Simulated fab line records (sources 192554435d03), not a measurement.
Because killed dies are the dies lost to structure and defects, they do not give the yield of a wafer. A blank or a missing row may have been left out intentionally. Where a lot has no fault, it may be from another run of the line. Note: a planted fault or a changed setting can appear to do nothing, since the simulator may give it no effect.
fab line records ; flow n5-finfet
record lots=7; wafers=21
route steps=1938 shown HKMG_FIN@438 GATE_CUT@481 MOL_CONTACT_COAG@535 BEOL_M0_SAQP@663 BEOL_M0@720
start-h: hours from the record's opening day to when the first of the lot's shown wafers began ; wait-h: hours since the lot's step before ; " repeats the value in the row above ; L1.1+2: a single row standing in for several wafers ; - no value present, or no start provided ; * or withheld: withheld ; < > ~ a bound
route shown NAME@n: a module of which the file shows steps, and the number in the route of the first ; usual: the fault-free wafers' mean and standard deviation ; same: alike in all rows ; chamber/n: place in a boat ; sites: each site's reading ; _std_site: how widely they spread, as a standard deviation ; _edge_site: mean of outer sites minus mean of inner sites ; radius-mm: how far each site lies from the wafer's centre ; mask NAME#n: copy n ; behind: the tool/chamber that last shaped the wafer ; hold: why the lot went on hold/how many hours it stayed there/how the hold came to an end ; device: names the non-switching transistor (n, p or np) ; end of line: at the end of the route, the tests of the same wafers ; where a step has no rows: the recipe by itself ; killed: not the wafer's yield, but the dies lost to structure and defects at the first sort ; map: per-die view of a wafer (x killed, . not killed, _ where there is no die)
set.NAME: the run value of the setting; set.NAME@STEP: its run value at that earlier step ; model.NAME: the simulator's own value behind a step, which no gauge read
lots with deliberately changed settings; one table per step, one row per wafer
## steps
# step N5_HKMG_FIN_ETCH_35
# recipe chemistry=N2/H2; target=SOC; target-depth-a=2158; ion-energy-ev=65; bias-w=5; source-w=3000; time-s=243.4; pressure-mtorr=30; n2-flow-sccm=200; h2-flow-sccm=200
# usual rf-vpp-V=141.7/0.98
lot.wafer;tool;chamber;start-h;wait-h;set.bias-w;rf-vpp-V;model.HKMG_FIN.feature-depth-nm;model.etch.depth-nm;model.SOC_of_HKMG_FIN_COAT_29.thk-nm
L074.1;rie-diel-05;1;76.07;0.0;5;141.6;218.4;218.3;82.2
L074.3;rie-diel-05;3;76.07;0.0;5;143.1;215;215;85
L074.4;rie-diel-05;0;76.07;0.0;5.758;155.8;231.4;231.4;68.6
L077.2;rie-diel-05;3;96.82;0.0;4.746;138.4;211;210.9;89.6
L077.3;rie-diel-05;2;96.82;0.0;5;141.5;215.2;215.2;85
L077.6;rie-diel-05;0;96.82;0.0;5;141.1;216.4;216.3;84.6
L078.1;rie-diel-05;3;99.84;0.0;4.297;130.8;201;201;100
L078.2;rie-diel-05;0;99.84;0.0;5;140.9;219;218.9;82.4
L078.6;rie-diel-05;0;99.84;0.0;4.297;127.6;203.8;203.9;97.4
L080.2;rie-diel-04;0;110.35;0.0;5;139.8;214.6;214.6;86.2
L080.3;rie-diel-04;1;110.35;0.0;4.563;134.5;203.8;203.9;96.2
L080.5;rie-diel-04;0;110.35;0.0;4.563;132.6;205.8;205.9;94.4
L082.2;rie-diel-04;3;122.59;0.0;5;141.7;211.2;211.3;88.2
L082.3;rie-diel-04;0;122.59;0.0;5;140.7;215.6;215.6;83.8
L082.5;rie-diel-04;2;122.59;0.0;5;141.6;217.6;217.6;81
L086.1;rie-diel-04;2;164.95;0.0;5;141.2;220.2;220.2;79
L086.5;rie-diel-04;1;164.95;0.0;4.185;127.3;195.8;195.7;104.4
L086.6;rie-diel-04;0;164.95;0.0;5;140.1;216;216;83.4
L095.1;rie-diel-05;2;212.86;0.0;5;141.0;212.6;212.7;86.4
L095.3;rie-diel-05;3;212.86;0.0;5.846;157.3;229.6;229.6;70.2
L095.4;rie-diel-05;1;212.86;0.0;5.846;156.9;230.8;230.9;68
# step N5_HKMG_FIN_ETCH_86
# recipe chemistry=N2/H2; target=SOC; target-depth-a=3932; stop-on=TiN; ion-energy-ev=100; bias-w=61; pressure-mtorr=30; source-w=850; n2-flow-sccm=200; h2-flow-sccm=200
lot.wafer;tool;chamber;start-h;wait-h;set.target-depth-a;model.SOC_of_HKMG_FIN_COAT_85.thk-nm
L074.1;rie-diel-04;1;77.09;-;3932;19.2
L074.3;rie-diel-04;0;77.09;-;3932;17.6
L074.4;rie-diel-04;2;77.09;-;3932;18.8
L077.2+6;rie-diel-02;3;97.84;-;3932;19.4
L077.3;rie-diel-02;1;97.84;-;3932;17.6
L078.1;rie-diel-04;0;100.95;-;4385;8.6
L078.2+6;rie-diel-04;3;100.95;-;3932;20.6
L080.2;rie-diel-05;2;111.41;-;3932;18
L080.3;rie-diel-05;3;111.41;-;3932;19.2
L080.5;rie-diel-05;2;111.41;-;3511;48.4
L082.2;rie-diel-05;3;123.61;-;3932;19.4
L082.3;rie-diel-05;0;123.61;-;3932;15.4
L082.5;rie-diel-05;3;123.61;-;3932;19.2
L086.1;rie-diel-05;2;166.00;-;3932;18.2
L086.5;rie-diel-05;2;166.00;-;3768;30
L086.6;rie-diel-05;1;166.00;-;3932;13.8
L095.1;rie-diel-05;0;213.88;-;3932;16.2
L095.3;rie-diel-05;1;213.88;-;3932;14.2
L095.4;rie-diel-05;2;213.88;-;4151;8.6
# step N5_GATE_CUT_COAT_07
# recipe resist=CAR-EUV; spin-rpm=1500; resist-thk-nm=30
lot.wafer;tool;chamber;start-h;wait-h;set.spin-rpm;model.CAR-EUV_of_GATE_CUT_COAT_07.thk-nm
L074.1;litho-track-04;0;-;-;1407;31
L074.3+4;litho-track-04;0;-;-;1500;30
L077.2;litho-track-04;0;-;-;1500;30
L077.3+6;litho-track-04;0;-;-;1426;30.8
L078.1+2;litho-track-05;0;-;-;1340;31.6
L078.6;litho-track-05;0;-;-;1500;30
L080.2+5;litho-track-02;0;-;-;1500;30.2
L080.3;litho-track-02;0;-;-;1500;30
L082.2+3+5;litho-track-04;0;-;-;1500;30
L086.1+5;litho-track-05;0;-;-;1500;30
L086.6;litho-track-05;0;-;-;1396;31
L095.1+3;litho-track-04;0;-;-;1643;28.6
L095.4;litho-track-04;0;-;-;1500;30
# step N5_GATE_CUT_EBR_09
# recipe solvent=PGMEA; ebr-width-mm=1.5
# step N5_GATE_CUT_SOFTBAKE_08
# recipe temp-c=110; time-s=60; resist=CAR-EUV
# step N5_GATE_CUT_EXPOSE_10
# recipe mask-id=GATE_CUT; na=0.33; source-shape=annular; sigma-inner=0.35; sigma-outer=0.8; polarization=unpolarized; target-cd-nm=20; dose-mj=43.25
# step N5_GATE_CUT_PEB_11
# recipe peb-temp-c=100; peb-time-s=60; resist=CAR-EUV
# step N5_GATE_CUT_DEVELOP_12
# recipe develop-time-s=30; developer=TMAH; resist=CAR-EUV; rinse-liquid=surfactant-rinse; dry=air-spin; dev-temp-c=23
lot.wafer;tool;chamber;start-h;wait-h;set.spin-rpm@GATE_CUT_COAT_07;model.CAR-EUV_of_GATE_CUT_COAT_07.thk-nm
L074.1;litho-track-04;0;-;-;1407;30.4
L074.3;litho-track-04;0;-;-;1500;29.4
L074.4;litho-track-04;0;-;-;1500;29.6
L077.2;litho-track-04;0;-;-;1500;29.6
L077.3;litho-track-04;0;-;-;1426;30.4
L077.6;litho-track-04;0;-;-;1426;30.2
L078.1+2;litho-track-02;0;-;-;1340;31.2
L078.6;litho-track-02;0;-;-;1500;29.6
L080.2+3+5;litho-track-04;0;-;-;1500;29.6
L082.2+3+5;litho-track-04;0;-;-;1500;29.6
L086.1;litho-track-05;0;-;-;1500;29.6
L086.5;litho-track-05;0;-;-;1500;29.4
L086.6;litho-track-05;0;-;-;1396;30.6
L095.1+3;litho-track-04;0;-;-;1643;28.2
L095.4;litho-track-04;0;-;-;1500;29.4
# step N5_MOL_CONTACT_COAG_CONTACT_ETCH_14
# recipe chemistry=C4F6/O2; target=SiO2; target-depth-a=275; overetch-a=85; mask-material=SOC; pressure-mtorr=30; source-w=370; bias-w=185; Ar_flow_sccm=300; C4F6_flow_sccm=16; O2_flow_sccm=10; time-s=20; ion-energy-ev=259.6
# usual rf-vpp-V=693.4/1.9
lot.wafer;tool;chamber;start-h;wait-h;set.source-w;rf-vpp-V
L074.1;rie-diel-05;1;87.96;0.0;370;691.8
L074.3;rie-diel-05;0;87.96;0.0;370;693.6
L074.4;rie-diel-05;3;87.96;0.0;370;696.7
L077.2;rie-diel-02;2;110.27;0.0;322.1;723.4
L077.3;rie-diel-02;1;110.27;0.0;370;693.5
L077.6;rie-diel-02;0;110.27;0.0;322.1;727.6
L078.1;rie-diel-04;1;112.54;0.0;370;696.1
L078.2;rie-diel-04;3;112.54;0.0;370;695.1
L078.6;rie-diel-04;0;112.54;0.0;370;691.8
L080.2;rie-diel-02;3;122.97;0.0;370;694.9
L080.3;rie-diel-02;0;122.97;0.0;370;695.2
L080.5;rie-diel-02;2;122.97;0.0;370;693.7
L082.2;rie-diel-02;3;145.10;0.0;370;696.5
L082.3;rie-diel-02;0;145.10;0.0;370;693.7
L082.5;rie-diel-02;0;145.10;0.0;370;694.8
L086.1;rie-diel-04;2;177.16;0.0;424.2;661.2
L086.5;rie-diel-04;1;177.16;0.0;370;697.2
L086.6;rie-diel-04;0;177.16;0.0;370;691.6
L095.1;rie-diel-02;0;225.38;0.0;370;693.2
L095.3;rie-diel-02;2;225.38;0.0;370;691.7
L095.4;rie-diel-02;1;225.38;0.0;370;693.3
# step N5_MOL_CONTACT_COAG_COAT_62
# recipe resist=SOC; temp-c=250; time-s=60; spin-rpm=1500; resist-thk-nm=60
lot.wafer;tool;chamber;start-h;wait-h;set.spin-rpm;model.SOC_of_MOL_CONTACT_COAG_COAT_62.thk-nm
L074.1;litho-track-01;0;101.15;0.0;1500;60.2
L074.3;litho-track-01;0;101.15;0.0;1618;58
L074.4;litho-track-01;0;101.15;0.0;1500;60
L077.2+6;litho-track-01;0;125.97;0.0;1500;60
L077.3;litho-track-01;0;125.97;0.0;1500;60.2
L078.1;litho-track-04;0;127.92;0.0;1612;58
L078.2;litho-track-04;0;127.92;0.0;1612;57.8
L078.6;litho-track-04;0;127.92;0.0;1500;60
L080.2;litho-track-04;0;146.43;0.0;1500;60.4
L080.3+5;litho-track-04;0;146.43;0.0;1372;63
L082.2+3+5;litho-track-03;0;157.42;0.0;1500;60.2
L086.1+5;litho-track-03;0;188.15;0.0;1450;60.8
L086.6;litho-track-03;0;188.15;0.0;1450;61
L095.1+3;litho-track-01;0;235.99;0.0;1500;59.8
L095.4;litho-track-01;0;235.99;0.0;1376;62.4
# step N5_MOL_CONTACT_COAG_COAT_63
# recipe resist=SiARC; temp-c=220; time-s=60; spin-rpm=1500; resist-thk-nm=10
lot.wafer;tool;chamber;start-h;wait-h;set.spin-rpm;model.SiARC_of_MOL_CONTACT_COAG_COAT_63.thk-nm
L074.1+3;litho-track-01;0;-;-;1344;10.6
L074.4;litho-track-01;0;-;-;1500;10
L077.2+3+6;litho-track-01;0;-;-;1664;9.6
L078.1+2+6;litho-track-04;0;-;-;1426;10.2
L080.2+5;litho-track-04;0;-;-;1366;10.4
L080.3;litho-track-04;0;-;-;1500;10
L082.2+3+5;litho-track-03;0;-;-;1500;10
L086.1+6;litho-track-03;0;-;-;1546;9.8
L086.5;litho-track-03;0;-;-;1500;10
L095.1+3+4;litho-track-01;0;-;-;1500;10
# step N5_MOL_CONTACT_COAG_COAT_64
# recipe resist=underlayer; temp-c=205; time-s=60; spin-rpm=1500; resist-thk-nm=10
# step N5_MOL_CONTACT_COAG_COAT_34
# recipe resist=CAR-EUV; spin-rpm=1500; resist-thk-nm=40
# step N5_MOL_CONTACT_COAG_DESCUM_45
# recipe chemistry=O2; time-s=7; source-power-w=50; bias-power-w=20; pressure-mtorr=20; rf-frequency-hz=2.712e+07; temp-c=40; resist=CAR-EUV; o2-flow-sccm=225
# step N5_MOL_CONTACT_COAG_ETCH_65
# recipe chemistry=N2/H2; target=underlayer; target-depth-a=130; mask-material=CAR-EUV; time-s=10.4; ion-energy-ev=200; pressure-mtorr=30; source-w=840; bias-w=150; n2-flow-sccm=200; h2-flow-sccm=200; ends=cleared
# step N5_MOL_CONTACT_COAG_ETCH_66
# recipe chemistry=CF4; target=SiARC; target-depth-a=130; mask-material=CAR-EUV; time-s=21.7; ion-energy-ev=80; pressure-mtorr=40; source-w=545; bias-w=36; Ar_flow_sccm=100; cf4-flow-sccm=100; ends=cleared
# usual etch-rf-on-time-s=21.70/0.24
lot.wafer;tool;chamber;start-h;wait-h;set.spin-rpm@MOL_CONTACT_COAG_COAT_63;etch-rf-on-time-s;model.etch.depth-nm
L074.1;rie-diel-02;1;101.61;0.0;1344;22.76;10.61
L074.3;rie-diel-02;0;101.61;0.0;1344;22.87;10.58
L074.4;rie-diel-02;2;101.61;0.0;1500;21.69;10.03
L077.2;rie-diel-05;3;127.16;0.0;1664;20.82;9.533
L077.3;rie-diel-05;2;127.16;0.0;1664;20.64;9.505
L077.6;rie-diel-05;0;127.16;0.0;1664;20.61;9.516
L078.1;rie-diel-04;2;128.38;0.0;1426;22.15;10.27
L078.2;rie-diel-04;0;128.38;0.0;1426;22.43;10.29
L078.6;rie-diel-04;2;128.38;0.0;1426;22.05;10.26
L080.2;rie-diel-05;3;148.66;0.0;1366;22.88;10.49
L080.3;rie-diel-05;0;148.66;0.0;1500;21.66;10.02
L080.5;rie-diel-05;3;148.66;0.0;1366;22.68;10.49
L082.2;rie-diel-05;0;157.90;0.0;1500;21.44;10.01
L082.3;rie-diel-05;2;157.90;0.0;1500;21.48;10.01
L082.5;rie-diel-05;3;157.90;0.0;1500;21.65;10.04
L086.1;rie-diel-05;0;188.73;0.0;1546;21.08;9.884
L086.5;rie-diel-05;0;188.73;0.0;1500;21.31;10.03
L086.6;rie-diel-05;3;188.73;0.0;1546;21.37;9.875
L095.1;rie-diel-04;1;236.61;0.0;1500;21.74;10
L095.3;rie-diel-04;2;236.61;0.0;1500;21.23;10.01
L095.4;rie-diel-04;1;236.61;0.0;1500;21.59;9.974
# step N5_MOL_CONTACT_COAG_ALD_133
# recipe material=SiO2; target-thk-a=50; temp-c=100; ald-precursor-family=BDEAS; ald-co-reactant=O2-plasma; pulse-time-s=1; co-reactant-pulse-time-s=1; purge-time-s=2; co-reactant-purge-time-s=2; ald-cycles=35; pressure-torr=2
# step N5_MOL_CONTACT_COAG_ETCHBACK_134
# recipe chemistry=CHF3; target=SiO2; target-depth-a=100; time-s=6.7; ion-energy-ev=200; pressure-mtorr=30; source-w=610; bias-w=170; Ar_flow_sccm=200; CHF3_flow_sccm=50
# step N5_MOL_CONTACT_COAG_ETCH_67
# recipe chemistry=N2/H2; target=SOC; target-depth-a=600; overetch-a=210; mask-material=SiARC; temp-c=40; time-s=101.2; ion-energy-ev=200; pressure-mtorr=30; source-w=840; bias-w=150; n2-flow-sccm=200; h2-flow-sccm=200
lot.wafer;tool;chamber;start-h;wait-h;set.spin-rpm@MOL_CONTACT_COAG_COAT_62;set.spin-rpm@MOL_CONTACT_COAG_COAT_63;model.etch.depth-nm;model.SiARC_of_MOL_CONTACT_COAG_COAT_63.thk-nm
L074.1;rie-diel-02;1;101.91;0.0;1500;1344;60.15;6.2
L074.3;rie-diel-02;3;101.91;0.0;1618;1344;57.99;6.4
L074.4;rie-diel-02;0;101.91;0.0;1500;1500;60.09;5.8
L077.2;rie-diel-02;0;127.53;0.0;1500;1664;59.98;5.4
L077.3;rie-diel-02;2;127.53;0.0;1500;1664;60.16;5.2
L077.6;rie-diel-02;3;127.53;0.0;1500;1664;60.02;5.4
L078.1;rie-diel-04;2;128.80;0.0;1612;1426;58.09;6
L078.2;rie-diel-04;0;128.80;0.0;1612;1426;57.83;6
L078.6;rie-diel-04;0;128.80;0.0;1500;1426;60.05;6.2
L080.2;rie-diel-05;0;149.15;0.0;1500;1366;60.34;6.2
L080.3;rie-diel-05;2;149.15;0.0;1372;1500;63.04;5.8
L080.5;rie-diel-05;0;149.15;0.0;1372;1366;62.99;6.2
L082.2+5;rie-diel-02;0,3;158.97;0.0;1500;1500;60.15;5.8
L082.3;rie-diel-02;2;158.97;0.0;1500;1500;60.24;5.8
L086.1;rie-diel-02;2;189.14;0.0;1450;1546;60.77;5.6
L086.5;rie-diel-02;3;189.14;0.0;1450;1500;60.73;5.8
L086.6;rie-diel-02;0;189.14;0.0;1450;1546;60.97;5.6
L095.1;rie-diel-05;2;237.11;0.0;1500;1500;59.88;5.8
L095.3;rie-diel-05;1;237.11;0.0;1500;1500;59.76;5.8
L095.4;rie-diel-05;3;237.11;0.0;1376;1500;62.5;6
# step N5_MOL_CONTACT_COAG_STRIP_68
# recipe chemistry=N2/H2; temp-c=40; n2-flow-sccm=200; h2-flow-sccm=200; rf-frequency-hz=6e+07
# step N5_MOL_CONTACT_COAG_STRIP_69
# recipe chemistry=N2/H2; temp-c=40; n2-flow-sccm=200; h2-flow-sccm=200; rf-frequency-hz=6e+07
# step N5_MOL_CONTACT_COAG_ETCHBACK_136
# recipe chemistry=CHF3; target=SiO2; target-depth-a=250; time-s=16.7; ion-energy-ev=200; pressure-mtorr=30; source-w=610; bias-w=170; Ar_flow_sccm=200; CHF3_flow_sccm=50
lot.wafer;tool;chamber;start-h;wait-h;set.spin-rpm@MOL_CONTACT_COAG_COAT_62;model.SOC_of_MOL_CONTACT_COAG_COAT_62.thk-nm
L074.1+4;rie-diel-02;1,0;102.00;0.0;1500;57.4
L074.3;rie-diel-02;3;102.00;0.0;1618;55.2
L077.2+6;rie-diel-02;0,3;127.62;0.0;1500;57.2
L077.3;rie-diel-02;2;127.62;0.0;1500;57.4
L078.1;rie-diel-04;2;128.89;0.0;1612;55.4
L078.2;rie-diel-04;0;128.89;0.0;1612;55
L078.6;rie-diel-04;0;128.89;0.0;1500;57.4
L080.2;rie-diel-05;0;149.24;0.0;1500;57.6
L080.3;rie-diel-05;2;149.24;0.0;1372;60.4
L080.5;rie-diel-05;0;149.24;0.0;1372;60.2
L082.2+5;rie-diel-02;0,3;159.06;0.0;1500;57.4
L082.3;rie-diel-02;2;159.06;0.0;1500;57.6
L086.1+5;rie-diel-02;2,3;189.23;0.0;1450;58
L086.6;rie-diel-02;0;189.23;0.0;1450;58.2
L095.1;rie-diel-05;2;237.20;0.0;1500;57.2
L095.3;rie-diel-05;1;237.20;0.0;1500;57
L095.4;rie-diel-05;3;237.20;0.0;1376;59.8
# step N5_MOL_CONTACT_COAG_STRIP_120
# recipe chemistry=CHF3; resist=SiARC; rf-frequency-hz=6e+07
# step N5_MOL_CONTACT_COAG_VIA_ETCH_117
# recipe chemistry=C4F6/O2; target-depth-a=400; overetch-a=80; mask-material=SOC; target=SiO2; bias-w=455; pressure-mtorr=10; time-s=26; source-w=325; Ar_flow_sccm=300; C4F6_flow_sccm=10; O2_flow_sccm=10; ion-energy-ev=575.3; ends=end-point
# step N5_MOL_CONTACT_COAG_ETCH_124
# recipe chemistry=CH3F/O2; target=SiNx; target-depth-a=65; mask-material=SOC; stop-on=SiOC; over-etch-frac=0.3; ion-energy-ev=120; pressure-mtorr=30; source-w=395; bias-w=73; Ar_flow_sccm=150; CH3F_flow_sccm=30; O2_flow_sccm=20; ends=end-point
lot.wafer;tool;chamber;start-h;wait-h;set.spin-rpm@MOL_CONTACT_COAG_COAT_62;model.SOC_of_MOL_CONTACT_COAG_COAT_62.thk-nm
L074.1+4;rie-diel-02;1,0;102.06;0.0;1500;48.4
L074.3;rie-diel-02;3;102.06;0.0;1618;46.4
L077.2;rie-diel-02;0;127.68;0.0;1500;48.4
L077.3+6;rie-diel-02;2,3;127.68;0.0;1500;48.6
L078.1;rie-diel-04;2;128.95;0.0;1612;46.4
L078.2;rie-diel-04;0;128.95;0.0;1612;46.2
L078.6;rie-diel-04;0;128.95;0.0;1500;48.4
L080.2;rie-diel-05;0;149.30;0.0;1500;48.6
L080.3;rie-diel-05;2;149.30;0.0;1372;51.4
L080.5;rie-diel-05;0;149.30;0.0;1372;51.2
L082.2;rie-diel-02;0;159.12;0.0;1500;48.4
L082.3+5;rie-diel-02;2,3;159.12;0.0;1500;48.6
L086.1+5+6;rie-diel-02;2,3,0;189.29;0.0;1450;49.2
L095.1;rie-diel-05;2;237.26;0.0;1500;48.2
L095.3;rie-diel-05;1;237.26;0.0;1500;48
L095.4;rie-diel-05;3;237.26;0.0;1376;51
# step N5_BEOL_M0_SAQP_SPACER1_ALD_98
# recipe material=SiO2; target-thk-a=128; temp-c=300; ald-precursor-family=BDEAS; ald-co-reactant=O2-plasma; pulse-time-s=1; purge-time-s=2; co-reactant-purge-time-s=2; ald-cycles=138; pressure-torr=2
lot.wafer;tool;chamber;start-h;wait-h;set.temp-c;model.SiO2_of_BEOL_M0_SAQP_SPACER1_ALD_98.thk-nm
L074.1+3+4;ald-sin-02;2,0,1;111.30;0.3;300;12.8
L077.2+6;ald-sin-02;2,0;146.26;0.4;300;12.8
L077.3;ald-sin-02;3;146.26;0.4;309.4;12.6
L078.1;ald-sin-03;3;146.47;0.3;306.7;12.8
L078.2;ald-sin-03;2;146.47;0.3;300;12.8
L078.6;ald-sin-03;1;146.47;0.3;306.7;12.6
L080.2+5;ald-sin-03;3;156.67;0.4;287.6;13.4
L080.3;ald-sin-03;1;156.67;0.4;300;12.8
L082.2+3+5;ald-sin-02;2,0,3;167.33;0.3;300;12.8
L086.1+5+6;ald-sin-01;3,1,2;195.92;0.3;300;12.8
L095.1+3+4;ald-sin-01;0,1,2;243.77;0.3;300;12.8
# step N5_BEOL_M0_SAQP_ETCH_106
# recipe chemistry=N2/H2; target=SOC; target-depth-a=1500; stop-on=SiNx; ion-energy-ev=100; bias-w=61; pressure-mtorr=30; source-w=850; n2-flow-sccm=200; h2-flow-sccm=200
lot.wafer;tool;chamber;start-h;wait-h;set.target-depth-a;model.SOC_of_BEOL_M0_SAQP_COAT_105.thk-nm
L074.1;rie-diel-06;0;113.01;-;1405;29
L074.3;rie-diel-06;3;113.01;-;1500;23.8
L074.4;rie-diel-06;2;113.01;-;1405;28
L077.2;rie-diel-01;2;147.72;-;1411;25.8
L077.3;rie-diel-01;0;147.72;-;1411;28.8
L077.6;rie-diel-01;2;147.72;-;1500;20.8
L078.1;rie-diel-01;1;148.03;-;1446;26
L078.2;rie-diel-01;2;148.03;-;1446;23.8
L078.6;rie-diel-01;1;148.03;-;1500;23.2
L080.2;rie-diel-01;1;158.09;-;1500;24.4
L080.3;rie-diel-01;2;158.09;-;1500;22.6
L080.5;rie-diel-01;2;158.09;-;1500;21.4
L082.2;rie-diel-01;0;168.71;-;1500;24.8
L082.3;rie-diel-01;2;168.71;-;1500;21.6
L082.5;rie-diel-01;1;168.71;-;1500;23.6
L086.1;rie-diel-06;2;197.41;-;1340;31.4
L086.5;rie-diel-06;3;197.41;-;1340;32.2
L086.6;rie-diel-06;0;197.41;-;1500;23.2
L095.1;rie-diel-06;2;246.61;-;1500;23.6
L095.3;rie-diel-06;1;246.61;-;1500;22.6
L095.4;rie-diel-06;0;246.61;-;1626;18
# step N5_BEOL_M0_SAQP_ETCH_107
# recipe chemistry=CH3F/O2; target=SiNx; target-depth-a=300; mask-material=SOC; pressure-mtorr=30; source-w=395; bias-w=73; Ar_flow_sccm=150; CH3F_flow_sccm=30; O2_flow_sccm=20; ion-energy-ev=120
lot.wafer;tool;chamber;start-h;wait-h;set.target-depth-a@BEOL_M0_SAQP_ETCH_106;model.SOC_of_BEOL_M0_SAQP_COAT_105.thk-nm
L074.1;rie-diel-06;0;113.07;0.0;1405;18.2
L074.3;rie-diel-06;3;113.07;0.0;1500;12.8
L074.4;rie-diel-06;2;113.07;0.0;1405;17.2
L077.2;rie-diel-01;2;147.78;0.0;1411;14.6
L077.3;rie-diel-01;0;147.78;0.0;1411;18
L077.6;rie-diel-01;2;147.78;0.0;1500;9.8
L078.1;rie-diel-01;1;148.09;0.0;1446;15
L078.2;rie-diel-01;2;148.09;0.0;1446;12.4
L078.6;rie-diel-01;1;148.09;0.0;1500;12
L080.2;rie-diel-01;1;158.15;0.0;1500;13.4
L080.3;rie-diel-01;2;158.15;0.0;1500;11.6
L080.5;rie-diel-01;2;158.15;0.0;1500;10.2
L082.2;rie-diel-01;0;168.77;0.0;1500;13.8
L082.3;rie-diel-01;2;168.77;0.0;1500;10.4
L082.5;rie-diel-01;1;168.77;0.0;1500;12.8
L086.1;rie-diel-06;2;197.47;0.0;1340;20.6
L086.5;rie-diel-06;3;197.47;0.0;1340;21.2
L086.6;rie-diel-06;0;197.47;0.0;1500;12.2
L095.1;rie-diel-06;2;246.67;0.0;1500;12.8
L095.3;rie-diel-06;1;246.67;0.0;1500;11.8
L095.4;rie-diel-06;0;246.67;0.0;1626;7.2
# step N5_BEOL_M0_ETCH_128
# recipe chemistry=CF4/N2; target-depth-a=120; overetch-a=51; target=SiCN; time-s=21.4; ion-energy-ev=150; pressure-mtorr=40; source-w=430; bias-w=70; Ar_flow_sccm=100; cf4-flow-sccm=60; n2-flow-sccm=60
# usual rf-vpp-V=382.7/1.4
lot.wafer;tool;chamber;start-h;wait-h;set.source-w;rf-vpp-V
L074.1;rie-diel-04;3;121.02;0.1;430;384.3
L074.3;rie-diel-04;1;121.02;0.1;364.8;406.6
L074.4;rie-diel-04;0;121.02;0.1;430;382.0
L078.1;rie-diel-02;2;154.07;0.4;430;382.7
L078.2;rie-diel-02;0;154.07;0.4;430;383.4
L078.6;rie-diel-02;1;154.07;0.4;430;382.3
L077.2;rie-diel-02;0;154.31;0.2;359.1;408.1
L077.3;rie-diel-02;2;154.31;0.2;359.1;406.2
L077.6;rie-diel-02;3;154.31;0.2;430;384.0
L080.2;rie-diel-04;2;164.09;0.7;494.2;363.7
L080.3;rie-diel-04;0;164.09;0.7;494.2;364.1
L080.5;rie-diel-04;3;164.09;0.7;430;383.7
L082.2;rie-diel-04;3;172.29;0.0;430;385.0
L082.3;rie-diel-04;0;172.29;0.0;430;381.5
L082.5;rie-diel-04;2;172.29;0.0;430;381.8
L086.1;rie-diel-02;1;204.12;0.2;430;382.8
L086.5;rie-diel-02;2;204.12;0.2;488.2;366.2
L086.6;rie-diel-02;1;204.12;0.2;488.2;366.7
L095.1;rie-diel-05;3;255.18;0.4;500.3;364.3
L095.3;rie-diel-05;1;255.18;0.4;430;381.9
L095.4;rie-diel-05;2;255.18;0.4;430;380.7
## key
split step=N5_HKMG_FIN_ETCH_35; setting=bias-w; stated=5; by=wafer
response step=N5_HKMG_FIN_ETCH_35; reading=rf-vpp-V; change=+0.857; per=1%; r=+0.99
response step=N5_HKMG_FIN_ETCH_35; reading=model.HKMG_FIN.feature-depth-nm; change=+1.13; per=1%; r=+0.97
response step=N5_HKMG_FIN_ETCH_35; reading=model.etch.depth-nm; change=+1.14; per=1%; r=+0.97
response step=N5_HKMG_FIN_ETCH_35; reading=model.SOC_of_HKMG_FIN_COAT_29.thk-nm; change=-1.14; per=1%; r=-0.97
split step=N5_HKMG_FIN_ETCH_86; setting=target-depth-a; stated=3932; by=wafer
response step=N5_HKMG_FIN_ETCH_86; reading=model.SOC_of_HKMG_FIN_COAT_85.thk-nm; shape=bent; at-lowest=48.4; at-stated=18.05; at-highest=8.6
split step=N5_GATE_CUT_COAT_07; setting=spin-rpm; stated=1500; by=wafer
response step=N5_GATE_CUT_COAT_07; reading=model.CAR-EUV_of_GATE_CUT_COAT_07.thk-nm; change=-0.151; per=1%; r=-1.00
response step=N5_GATE_CUT_DEVELOP_12; reading=model.CAR-EUV_of_GATE_CUT_COAT_07.thk-nm; change=-0.143; per=1%; r=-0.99
split step=N5_MOL_CONTACT_COAG_CONTACT_ETCH_14; setting=source-w; stated=370; by=wafer
response step=N5_MOL_CONTACT_COAG_CONTACT_ETCH_14; reading=rf-vpp-V; change=-2.35; per=1%; r=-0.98
split step=N5_MOL_CONTACT_COAG_COAT_62; setting=spin-rpm; stated=1500; by=wafer
response step=N5_MOL_CONTACT_COAG_COAT_62; reading=model.SOC_of_MOL_CONTACT_COAG_COAT_62.thk-nm; change=-0.293; per=1%; r=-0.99
response step=N5_MOL_CONTACT_COAG_ETCH_67; reading=model.etch.depth-nm; change=-0.299; per=1%; r=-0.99
response step=N5_MOL_CONTACT_COAG_ETCHBACK_136; reading=model.SOC_of_MOL_CONTACT_COAG_COAT_62.thk-nm; change=-0.306; per=1%; r=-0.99
response step=N5_MOL_CONTACT_COAG_ETCH_124; reading=model.SOC_of_MOL_CONTACT_COAG_COAT_62.thk-nm; change=-0.303; per=1%; r=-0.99
split step=N5_MOL_CONTACT_COAG_COAT_63; setting=spin-rpm; stated=1500; by=wafer
response step=N5_MOL_CONTACT_COAG_COAT_63; reading=model.SiARC_of_MOL_CONTACT_COAG_COAT_63.thk-nm; change=-0.0528; per=1%; r=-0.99
response step=N5_MOL_CONTACT_COAG_ETCH_66; reading=etch-rf-on-time-s; change=*; per=1%; r=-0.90
response step=N5_MOL_CONTACT_COAG_ETCH_66; reading=model.etch.depth-nm; change=-0.0533; per=1%; r=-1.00
response step=N5_MOL_CONTACT_COAG_ETCH_67; reading=model.SiARC_of_MOL_CONTACT_COAG_COAT_63.thk-nm; change=-0.0476; per=1%; r=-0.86
split step=N5_BEOL_M0_SAQP_SPACER1_ALD_98; setting=temp-c; stated=300; by=wafer
response step=N5_BEOL_M0_SAQP_SPACER1_ALD_98; reading=model.SiO2_of_BEOL_M0_SAQP_SPACER1_ALD_98.thk-nm; change=-0.104; per=1%; r=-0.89
split step=N5_BEOL_M0_SAQP_ETCH_106; setting=target-depth-a; stated=1500; by=wafer
response step=N5_BEOL_M0_SAQP_ETCH_106; reading=model.SOC_of_BEOL_M0_SAQP_COAT_105.thk-nm; change=-0.767; per=1%; r=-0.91
response step=N5_BEOL_M0_SAQP_ETCH_107; reading=model.SOC_of_BEOL_M0_SAQP_COAT_105.thk-nm; change=-0.775; per=1%; r=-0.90
split step=N5_BEOL_M0_ETCH_128; setting=source-w; stated=430; by=wafer
response step=N5_BEOL_M0_ETCH_128; reading=rf-vpp-V; change=-1.3; per=1%; r=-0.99
